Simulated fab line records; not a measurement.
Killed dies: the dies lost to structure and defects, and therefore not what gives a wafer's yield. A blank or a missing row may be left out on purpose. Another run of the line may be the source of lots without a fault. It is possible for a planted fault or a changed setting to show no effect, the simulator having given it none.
What tool caused it?	flow nandHarc	Sampling: 12 lots, 36 wafers, 4 of 1159 route steps

== WHAT THE GAUGES READ, wafer by wafer ==
NHARC_P_GATE_CD_MEAS_91 targets a cd of 2000 nm. Usual: cdNm 2000.1 nm, standard deviation 1.3.
lot	measured	on	cdNm (nm)	flag
L500	day 5 12:02	cdSem-01	1999.9 2001.9 2001.3	
L501	day 5 11:43	cdSem-01	2000.4 1997.6 1998.4	
L502	day 6 02:25	cdSem-03	2001.4 2003.0 2002.2	
L504	day 6 05:59	cdSem-01	1997.8 2000.8 2000.5	
L506	day 7 01:49	cdSem-02	1999.2 1999.2 2000.2	
L508	day 7 14:16	cdSem-01	2001.2 2000.5 2000.0	
L510	day 7 20:14	cdSem-03	2000.4 2001.0 2001.3	
L509	day 7 20:48	cdSem-01	1981.4 1981.7 1979.0	OFF
L519	day 9 23:59	cdSem-01	2000.4 2002.3 2000.2	
L520	day 10 08:19	cdSem-01	2001.7 2001.4 1999.7	
L522	day 10 23:26	cdSem-03	1999.6 2000.3 2000.0	
L523	day 11 03:04	cdSem-03	2000.6 2000.8 2000.1	

== TOOL THAT RAN EACH LOT (tool first, then ch and the chambers of the sampled wafers, then the start) ==
lot	NHARC_P_GATE_ALD_36	NHARC_P_GATE_STRIP_112	NHARC_P_GATE_EXPOSE_88
L500	aldSin-02 ch 0,1, day 4 22:14	plasmaAsher-02 ch 0,1, day 5 10:59	krfScanner-03 ch 0, day 5 11:54
L501	aldSin-03 ch 0,1,3, day 5 00:16	plasmaAsher-02 ch 0,1, day 5 10:40	krfScanner-04 ch 0, day 5 11:34
L502	aldSin-03 ch 0,1,2, day 5 12:32	plasmaAsher-02 ch 0,1, day 6 01:22	krfScanner-04 ch 0, day 6 02:16
L504	aldSin-02 ch 1,2,3, day 5 19:24	plasmaAsher-01 ch 0,1, day 6 04:55	krfScanner-04 ch 0, day 6 05:50
L506	aldSin-03 ch 0,1,2, day 6 11:37	plasmaAsher-01 ch 0,1, day 7 00:38	krfScanner-03 ch 0, day 7 01:40
L508	aldSin-04 ch 0,2,3, day 7 00:46	plasmaAsher-01 ch 0,1, day 7 13:08	krfScanner-01 ch 0, day 7 14:07
L510	aldSin-03 ch 1,3, day 7 05:59	plasmaAsher-02 ch 0,1, day 7 19:02	krfScanner-04 ch 0, day 7 20:04
L509	aldSin-02 ch 0,1, day 7 06:37	plasmaAsher-01 ch 0, day 7 19:37	krfScanner-03 ch 0, day 7 20:39
L519	aldSin-04 ch 0,1,3, day 9 10:09	plasmaAsher-02 ch 0,1, day 9 22:48	krfScanner-01 ch 0, day 9 23:50
L520	aldSin-03 ch 0,3, day 9 18:13	plasmaAsher-02 ch 0,1, day 10 07:08	krfScanner-01 ch 0, day 10 08:10
L522	aldSin-03 ch 0,2, day 10 09:56	plasmaAsher-02 ch 0, day 10 22:22	krfScanner-04 ch 0, day 10 23:17
L523	aldSin-04 ch 0,2, day 10 14:09	plasmaAsher-02 ch 0,1, day 11 02:01	krfScanner-04 ch 0, day 11 02:55
- NHARC_P_GATE_ALD_36: deposits SiNx, target thk 20 nm, pulse time 60 s, ald cycles 223.
- NHARC_P_GATE_STRIP_112: strips in N2/H2, time 200 s.
- NHARC_P_GATE_EXPOSE_88: exposes mask P HVN, target cd 2000 nm.

== WHAT THE TOOLS THEMSELVES READ (means of the sampled wafers that have a number; where no wafer has one, the mark that the record gives instead) ==
NHARC_P_GATE_ALD_36. Usual: heaterPowerOuterW 531 W, standard deviation 54; heaterPowerW 863 W, standard deviation 80; precursorPulseHeightRel 1.000, standard deviation 0.021.
lot	tool	heaterPowerOuterW (W)	heaterPowerW (W)	precursorPulseHeightRel	flag
L500	aldSin-02	555	866	0.996	
L501	aldSin-03	504	821	1.010	
L502	aldSin-03	524	831	1.014	
L504	aldSin-02	542	865	1.014	
L506	aldSin-03	524	832	1.000	
L508	aldSin-04	521	880	1.012	
L510	aldSin-03	483	761	1.002	
L509	aldSin-02	553	895	1.004	
L519	aldSin-04	555	923	0.988	
L520	aldSin-03	501	817	0.987	
L522	aldSin-03	553	892	1.003	
L523	aldSin-04	574	957	1.015	

NHARC_P_GATE_STRIP_112. Usual: drypumpMotorCurrentA 6.1 A, standard deviation 0.33; heaterPowerW 83.7 W, standard deviation 2.7.
lot	tool	drypumpMotorCurrentA (A)	heaterPowerW (W)	flag
L500	plasmaAsher-02	6.4	82.2	
L501	plasmaAsher-02	6.4	83.7	
L502	plasmaAsher-02	6.4	83.7	
L504	plasmaAsher-01	5.9	84.5	
L506	plasmaAsher-01	5.8	86.9	
L508	plasmaAsher-01	5.8	85.4	
L510	plasmaAsher-02	6.4	83.7	
L509	plasmaAsher-01	5.8	85.7	
L519	plasmaAsher-02	6.4	80.3	
L520	plasmaAsher-02	6.2	81.8	
L522	plasmaAsher-02	6.0	80.0	
L523	plasmaAsher-02	6.2	80.6	

NHARC_P_GATE_EXPOSE_88. Usual: stageVelMmS 500.02 mm/s, standard deviation 0.23.
lot	tool	stageVelMmS (mm/s)	flag
L500	krfScanner-03	499.90	
L501	krfScanner-04	500.22	
L502	krfScanner-04	499.71	
L504	krfScanner-04	500.15	
L506	krfScanner-03	499.80	
L508	krfScanner-01	499.96	
L510	krfScanner-04	500.23	
L509	krfScanner-03	500.05	
L519	krfScanner-01	500.13	
L520	krfScanner-01	500.06	
L522	krfScanner-04	500.07	
L523	krfScanner-04	499.90	

== THE ANSWER, worked out from the rows above alone ==
Rule: take the mean of a lot's wafers that have a number; if it is more than 3 standard deviations from the usual mean, the lot is off. Also off: a lot with no number at a reading for which 4 or more lots have one. The other lots that the step has rows for count as sound. The gauges are gone through in route order, then the tools' own readings, and for those a lot's mean is taken as printed above. At the first step where some lot is off, the reading lying furthest off is the one used; lots without a number count as furthest.
Off: L509 (NHARC_P_GATE_CD_MEAS_91, cdNm).
A tool fits if, at a process step before that reading, it ran every lot that is off, and no sound lot after the first of them. Gauges at NHARC_P_GATE_CD_MEAS_91: tried the same way as those tools. Can't be told from this: 3 tools fit, aldSin-02 at NHARC_P_GATE_ALD_36, plasmaAsher-01 at NHARC_P_GATE_STRIP_112, krfScanner-03 at NHARC_P_GATE_EXPOSE_88.

== WHAT WAS PUT IN BY THE SIMULATOR ==
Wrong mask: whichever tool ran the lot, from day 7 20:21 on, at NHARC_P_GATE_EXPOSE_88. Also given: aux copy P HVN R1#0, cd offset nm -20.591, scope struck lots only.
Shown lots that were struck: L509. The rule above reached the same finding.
